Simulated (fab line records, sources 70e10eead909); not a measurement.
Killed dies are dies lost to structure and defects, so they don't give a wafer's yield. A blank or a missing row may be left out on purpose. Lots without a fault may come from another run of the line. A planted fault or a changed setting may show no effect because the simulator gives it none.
Chamber matching | flow nand_harc | NHARC_A_STAIRCASE_DEP_151 on pecvd-02: 3 sister chambers
The step deposits SiO2, target thk 7200 nm. 6 wafers are shown with their chamber, then 7 later ones without.

WAFERS WITH THEIR CHAMBER
wafer  | chamber | heater_power_w (W)
L081.1 | 0       | 703
L084.6 | 0       | 619
L088.4 | 2       | 654
L088.5 | 1       | 571
L091.2 | 1       | 578
L091.3 | 2       | 691

WAFERS WITHOUT THEIR CHAMBER
wafer  | heater_power_w (W)
L091.4 | 565
L095.1 | 739
L095.2 | 576
L095.4 | 528
L097.1 | 605
L097.2 | 741
L097.5 | 626

WHICH CHAMBER EACH WENT THROUGH
wafer  | from the rows above          | in truth
L091.4 | 1                            | 1
L095.1 | can't be placed: 2 or 0      | 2
L095.2 | 1                            | 1
L095.4 | 1                            | 1
L097.1 | can't be placed: 1 or 0 or 2 | 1
L097.2 | can't be placed: 2 or 0      | 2
L097.5 | can't be placed: 0 or 2 or 1 | 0
Placed correctly: 3 of 7. Can't be placed from these rows: 4 (the true chamber is among the candidates in 4). Placed wrongly: 0.
How it was worked out, from the rows above alone: a wafer's distance from a chamber is the root of the sum, over the readings, of the square of ((its reading less the chamber's mean) divided by the reading's scatter). The wafer belongs to the nearest chamber; if the next one is less than 2 further off, it can't be placed. A chamber's mean is the mean of its shown wafers. The scatter: the root of (the sum of the squares of (reading less its chamber's mean) over the shown wafers, divided by (wafers less chambers)).
